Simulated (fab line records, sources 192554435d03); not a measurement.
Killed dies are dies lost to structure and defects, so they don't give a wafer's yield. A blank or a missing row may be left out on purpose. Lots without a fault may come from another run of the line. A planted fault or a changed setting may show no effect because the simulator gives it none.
Which tool did it? | flow n5_finfet | 24 lots, 72 wafers sampled, at 5 steps of a route of 1938

WHAT THE GAUGES READ, wafer by wafer
N5_BEOL_M11_OVL_MEAS_12. Usual: M11_OVL 0.3 nm, standard deviation 0.71.
lot  | measured     | on         | M11_OVL (nm)   | flag
L074 | day 10 15:07 | overlay-01 | -0.6 0.8 0.2   |
L076 | day 11 04:26 | overlay-01 | -0.9 -0.8 0.0  |
L078 | day 11 20:25 | overlay-02 | -0.4 1.5 0.5   |
L075 | day 12 01:12 | overlay-02 | 1.0 1.4 0.6    |
L077 | day 12 08:50 | overlay-02 | 2.1 1.6 -0.6   |
L083 | day 12 21:07 | overlay-02 | 1.5 0.8 1.7    |
L079 | day 13 06:23 | overlay-02 | 0.8 1.1 2.0    |
L080 | day 13 11:33 | overlay-01 | 0.9 -1.0 0.7   |
L081 | day 13 11:55 | overlay-02 | -0.5 0.4 0.5   |
L084 | day 13 20:34 | overlay-02 | 1.1 0.6 2.0    |
L082 | day 13 23:17 | overlay-02 | -0.1 -0.6 -0.3 |
L087 | day 14 02:40 | overlay-02 | -0.2 0.9 -0.6  |
L085 | day 14 10:24 | overlay-02 | -0.4 0.5 0.1   |
L086 | day 14 16:39 | overlay-02 | 0.8 0.8 0.1    |
L088 | day 14 19:45 | overlay-02 | -0.8 -0.1 -0.6 |
L090 | day 14 22:49 | overlay-01 | 0.3 0.4 0.3    |
L089 | day 15 03:14 | overlay-02 | 0.4 -0.3 0.0   |
L091 | day 15 19:09 | overlay-01 | 0.7 0.2 -0.9   |
L092 | day 15 20:02 | overlay-01 | -0.4 -0.9 0.3  |
L093 | day 15 23:14 | overlay-02 | -0.1 0.0 1.7   |
L096 | day 16 03:10 | overlay-01 | 0.9 -0.3 -0.3  |
L095 | day 16 08:56 | overlay-01 | 0.1 0.3 0.6    |
L094 | day 16 09:16 | overlay-01 | -0.5 0.3 0.3   |
L097 | day 17 06:05 | overlay-02 | -0.4 0.3 1.1   |

N5_BEOL_M11_INSPECT_13: inspects for defects (brightfield). Usual: raw_defect_count 462, standard deviation 100.
lot  | measured     | on                | raw_defect_count | flag
L074 | day 10 15:08 | defect_inspect-01 | 417 487 427      |
L076 | day 11 04:28 | defect_inspect-01 | 469 638 573      |
L078 | day 11 20:26 | defect_inspect-02 | 462 554 508      |
L075 | day 12 01:13 | defect_inspect-02 | 453 523 765      |
L077 | day 12 08:52 | defect_inspect-01 | 480 390 445      |
L083 | day 12 21:08 | defect_inspect-01 | 415 415 453      |
L079 | day 13 06:25 | defect_inspect-01 | 689 365 412      |
L080 | day 13 11:35 | defect_inspect-02 | 340 503 477      |
L081 | day 13 11:56 | defect_inspect-01 | 660 461 422      |
L084 | day 13 20:35 | defect_inspect-01 | 380 373 325      |
L082 | day 13 23:18 | defect_inspect-02 | 390 470 442      |
L087 | day 14 02:42 | defect_inspect-01 | 454 384 439      |
L085 | day 14 10:26 | defect_inspect-02 | 567 657 420      |
L086 | day 14 16:40 | defect_inspect-02 | 497 456 409      |
L088 | day 14 19:46 | defect_inspect-02 | 483 467 490      |
L090 | day 14 22:50 | defect_inspect-01 | 535 362 444      |
L089 | day 15 03:16 | defect_inspect-01 | 313 373 425      |
L091 | day 15 19:10 | defect_inspect-01 | 400 316 436      |
L092 | day 15 20:03 | defect_inspect-01 | 331 371 402      |
L093 | day 15 23:15 | defect_inspect-01 | 368 443 441      |
L096 | day 16 03:11 | defect_inspect-01 | 391 445 311      |
L095 | day 16 08:58 | defect_inspect-01 | 419 437 469      |
L094 | day 16 09:17 | defect_inspect-02 | 609 491 561      |
L097 | day 17 06:07 | defect_inspect-01 | 339 340 399      |

WHICH TOOL RAN EACH LOT (tool, then ch and the chambers of the sampled wafers, then the start)
lot  | N5_BEOL_M10_ETCH_65                | N5_BEOL_M10_CURE_72           | N5_BEOL_M10_PRE_CLEAN_45
L074 | rie_diel-06 ch 0,2,3, day 10 08:41 | uv_cure-02 ch 2, day 10 09:20 | pvd_sputter-03, day 10 10:27
L076 | rie_diel-03 ch 0,1,2, day 10 20:59 | uv_cure-02 ch 0, day 10 21:38 | pvd_sputter-02, day 10 22:27
L078 | rie_diel-01 ch 1,2,3, day 11 15:49 | uv_cure-02 ch 0, day 11 16:28 | pvd_sputter-01, day 11 16:51
L075 | rie_diel-03 ch 1,2, day 11 16:34   | uv_cure-01 ch 1, day 11 17:25 | pvd_sputter-02, day 11 19:29
L077 | rie_diel-06 ch 0,1,2, day 12 03:44 | uv_cure-01 ch 1, day 12 04:23 | pvd_sputter-01, day 12 04:45
L083 | rie_diel-06 ch 0,3, day 12 15:02   | uv_cure-02 ch 2, day 12 15:45 | pvd_sputter-01, day 12 16:33
L079 | rie_diel-01 ch 1,2, day 13 00:29   | uv_cure-02 ch 2, day 13 01:11 | pvd_sputter-02, day 13 01:38
L080 | rie_diel-06 ch 0,1,2, day 13 05:08 | uv_cure-02 ch 0, day 13 05:47 | pvd_sputter-03, day 13 06:40
L081 | rie_diel-01 ch 1,2, day 13 05:33   | uv_cure-03 ch 0, day 13 06:12 | pvd_sputter-03, day 13 07:11
L084 | rie_diel-01 ch 1,2, day 13 14:22   | uv_cure-01 ch 2, day 13 15:14 | pvd_sputter-01, day 13 15:50
L082 | rie_diel-03 ch 2,3, day 13 16:29   | uv_cure-03 ch 2, day 13 17:11 | pvd_sputter-01, day 13 17:37
L087 | rie_diel-03 ch 0,1,2, day 13 19:31 | uv_cure-03 ch 2, day 13 20:17 | pvd_sputter-03, day 13 20:40
L085 | rie_diel-01 ch 0,2,3, day 14 04:51 | uv_cure-02 ch 1, day 14 05:33 | pvd_sputter-02, day 14 05:56
L086 | rie_diel-03 ch 1,2,3, day 14 09:58 | uv_cure-02 ch 1, day 14 10:37 | pvd_sputter-03, day 14 12:47
L088 | rie_diel-01 ch 1,2,3, day 14 14:21 | uv_cure-01 ch 0, day 14 15:00 | pvd_sputter-03, day 14 15:50
L090 | rie_diel-06 ch 1,2, day 14 14:52   | uv_cure-02 ch 0, day 14 15:37 | pvd_sputter-02, day 14 16:18
L089 | rie_diel-01 ch 0,3, day 14 21:45   | uv_cure-01 ch 2, day 14 22:41 | pvd_sputter-02, day 14 23:05
L091 | rie_diel-01 ch 0,1, day 15 12:39   | uv_cure-01 ch 2, day 15 13:19 | pvd_sputter-03, day 15 13:58
L092 | rie_diel-06 ch 0,1, day 15 14:09   | uv_cure-03 ch 2, day 15 14:49 | pvd_sputter-01, day 15 15:13
L093 | rie_diel-01 ch 1,3, day 15 18:08   | uv_cure-02 ch 0, day 15 18:48 | pvd_sputter-03, day 15 19:28
L096 | rie_diel-03 ch 0,2,3, day 15 21:47 | uv_cure-01 ch 2, day 15 22:26 | pvd_sputter-01, day 15 22:50
L095 | rie_diel-03 ch 0,2,3, day 16 02:11 | uv_cure-03 ch 0, day 16 02:56 | pvd_sputter-03, day 16 03:31
L094 | rie_diel-01 ch 0,3, day 16 02:15   | uv_cure-02 ch 2, day 16 02:55 | pvd_sputter-03, day 16 03:38
L097 | rie_diel-03 ch 0,3, day 16 22:50   | uv_cure-03 ch 1, day 16 23:33 | pvd_sputter-03, day 17 00:06
- N5_BEOL_M10_ETCH_65: etches SiARC in CF4, target depth 39 nm, time 65 s.
- N5_BEOL_M10_CURE_72: cures SiCOH lowk, time 120 s.
- N5_BEOL_M10_PRE_CLEAN_45: time 30 s.

WHAT THE TOOLS THEMSELVES READ (means of the sampled wafers that have a number; where no wafer has one, the mark that the record gives instead)
N5_BEOL_M10_ETCH_65. Usual: drypump_motor_current_A 5.8 A, standard deviation 0.4; etch_rf_on_time_s 64.9 s, standard deviation 0.97; oes_product_au 0.68 a.u., standard deviation 0.063; rf_vpp_V 184.3 V, standard deviation 1.1; showerhead_plenum_p_Torr 2.16 Torr, standard deviation 0.065; throttle_valve_pct 15.67 %, standard deviation 0.29.
lot  | tool        | drypump_motor_current_A (A) | etch_rf_on_time_s (s) | oes_product_au (a.u.) | rf_vpp_V (V) | showerhead_plenum_p_Torr (Torr) | throttle_valve_pct (%) | flag
L074 | rie_diel-06 | 6.0                         | 64.6                  | 0.66                  | 183.4        | 2.14                            | 15.77                  |
L076 | rie_diel-03 | 5.8                         | 65.8                  | 0.66                  | 185.7        | 2.23                            | 15.71                  |
L078 | rie_diel-01 | 5.8                         | 64.7                  | 0.67                  | 183.8        | 2.15                            | 15.46                  |
L075 | rie_diel-03 | 5.7                         | 65.4                  | 0.70                  | 185.1        | 2.25                            | 15.49                  |
L077 | rie_diel-06 | 6.1                         | 65.1                  | 0.64                  | 183.3        | 2.11                            | 15.92                  |
L083 | rie_diel-06 | 5.6                         | 65.1                  | 0.65                  | 184.9        | 2.14                            | 15.68                  |
L079 | rie_diel-01 | 5.7                         | 64.7                  | 0.62                  | 184.3        | 2.19                            | 15.71                  |
L080 | rie_diel-06 | 6.1                         | 66.1                  | 0.63                  | 183.5        | 2.11                            | 15.94                  |
L081 | rie_diel-01 | 5.6                         | 64.5                  | 0.64                  | 184.3        | 2.17                            | 15.52                  |
L084 | rie_diel-01 | 5.6                         | 64.1                  | 0.64                  | 183.7        | 2.16                            | 15.52                  |
L082 | rie_diel-03 | 5.3                         | 65.4                  | 0.77                  | 185.7        | 2.26                            | 15.53                  |
L087 | rie_diel-03 | 5.8                         | 65.1                  | 0.72                  | 185.5        | 2.22                            | 15.59                  |
L085 | rie_diel-01 | 5.8                         | 65.1                  | 0.67                  | 184.4        | 2.13                            | 15.69                  |
L086 | rie_diel-03 | 5.5                         | 65.5                  | 0.72                  | 185.6        | 2.25                            | 15.55                  |
L088 | rie_diel-01 | 5.8                         | 64.0                  | 0.66                  | 184.4        | 2.14                            | 15.50                  |
L090 | rie_diel-06 | 6.5                         | 64.9                  | 0.62                  | 184.1        | 2.10                            | 16.10                  |
L089 | rie_diel-01 | 5.7                         | 64.7                  | 0.70                  | 183.0        | 2.09                            | 15.69                  |
L091 | rie_diel-01 | 5.5                         | 63.8                  | 0.67                  | 183.9        | 2.12                            | 15.58                  |
L092 | rie_diel-06 | 5.7                         | 65.4                  | 0.62                  | 183.7        | 2.11                            | 15.86                  |
L093 | rie_diel-01 | 5.9                         | 64.1                  | 0.68                  | 183.7        | 2.10                            | 15.30                  |
L096 | rie_diel-03 | 5.6                         | 65.3                  | 0.74                  | 184.8        | 2.23                            | 15.62                  |
L095 | rie_diel-03 | 5.6                         | 64.3                  | 0.73                  | 184.9        | 2.23                            | 15.63                  |
L094 | rie_diel-01 | 5.7                         | 64.7                  | 0.69                  | 182.8        | 2.08                            | 15.73                  |
L097 | rie_diel-03 | 5.4                         | 65.0                  | 0.77                  | 184.4        | 2.24                            | 15.49                  |

N5_BEOL_M10_CURE_72. Usual: lamp_power_pct 52.30 %, standard deviation 0.055; wafer_temp_C_max 372.0, standard deviation 0.89.
lot  | tool       | lamp_power_pct (%) | wafer_temp_C_max | flag
L074 | uv_cure-02 | 52.26              | 373.2            |
L076 | uv_cure-02 | 52.27              | 371.1            |
L078 | uv_cure-02 | 52.25              | 371.2            |
L075 | uv_cure-01 | 52.36              | 371.6            |
L077 | uv_cure-01 | 52.34              | 371.4            |
L083 | uv_cure-02 | 52.26              | 373.2            |
L079 | uv_cure-02 | 52.32              | 373.1            |
L080 | uv_cure-02 | 52.32              | 371.0            |
L081 | uv_cure-03 | 52.32              | 373.4            |
L084 | uv_cure-01 | 52.33              | 371.6            |
L082 | uv_cure-03 | 52.31              | 371.4            |
L087 | uv_cure-03 | 52.34              | 371.5            |
L085 | uv_cure-02 | 52.32              | 372.3            |
L086 | uv_cure-02 | 52.31              | 372.1            |
L088 | uv_cure-01 | 52.31              | 371.9            |
L090 | uv_cure-02 | 52.29              | 371.3            |
L089 | uv_cure-01 | 52.32              | 371.7            |
L091 | uv_cure-01 | 52.32              | 371.8            |
L092 | uv_cure-03 | 52.28              | 371.1            |
L093 | uv_cure-02 | 52.32              | 371.0            |
L096 | uv_cure-01 | 52.23              | 371.7            |
L095 | uv_cure-03 | 52.32              | 373.4            |
L094 | uv_cure-02 | 52.27              | 373.1            |
L097 | uv_cure-03 | 52.32              | 372.5            |

N5_BEOL_M10_PRE_CLEAN_45. Usual: heater_power_w 313 W, standard deviation 26.
lot  | tool           | heater_power_w (W) | flag
L074 | pvd_sputter-03 | 328                |
L076 | pvd_sputter-02 | 313                |
L078 | pvd_sputter-01 | 281                |
L075 | pvd_sputter-02 | 337                |
L077 | pvd_sputter-01 | 294                |
L083 | pvd_sputter-01 | 273                |
L079 | pvd_sputter-02 | 322                |
L080 | pvd_sputter-03 | 325                |
L081 | pvd_sputter-03 | 328                |
L084 | pvd_sputter-01 | 281                |
L082 | pvd_sputter-01 | 287                |
L087 | pvd_sputter-03 | 310                |
L085 | pvd_sputter-02 | 333                |
L086 | pvd_sputter-03 | 317                |
L088 | pvd_sputter-03 | 334                |
L090 | pvd_sputter-02 | 328                |
L089 | pvd_sputter-02 | 313                |
L091 | pvd_sputter-03 | 317                |
L092 | pvd_sputter-01 | 300                |
L093 | pvd_sputter-03 | 329                |
L096 | pvd_sputter-01 | 266                |
L095 | pvd_sputter-03 | 322                |
L094 | pvd_sputter-03 | 318                |
L097 | pvd_sputter-03 | 319                |

THE ANSWER, worked out from the rows above alone
Rule: a lot is off if the mean of its wafers that have a number lies more than 3 standard deviations from the usual mean. A lot without any number at a reading at which 4 lots or more have one is off too. The other lots that the step has rows for count as sound. The gauges are gone through in route order, then the tools' own readings, and for those a lot's mean is taken as printed above. The first step at which some lot is off is used, and at that step the reading that is off furthest; a lot without a number counts as furthest.
No lot is off at any reading shown: from this, nothing can be told.

WHAT THE SIMULATOR HAD PUT IN
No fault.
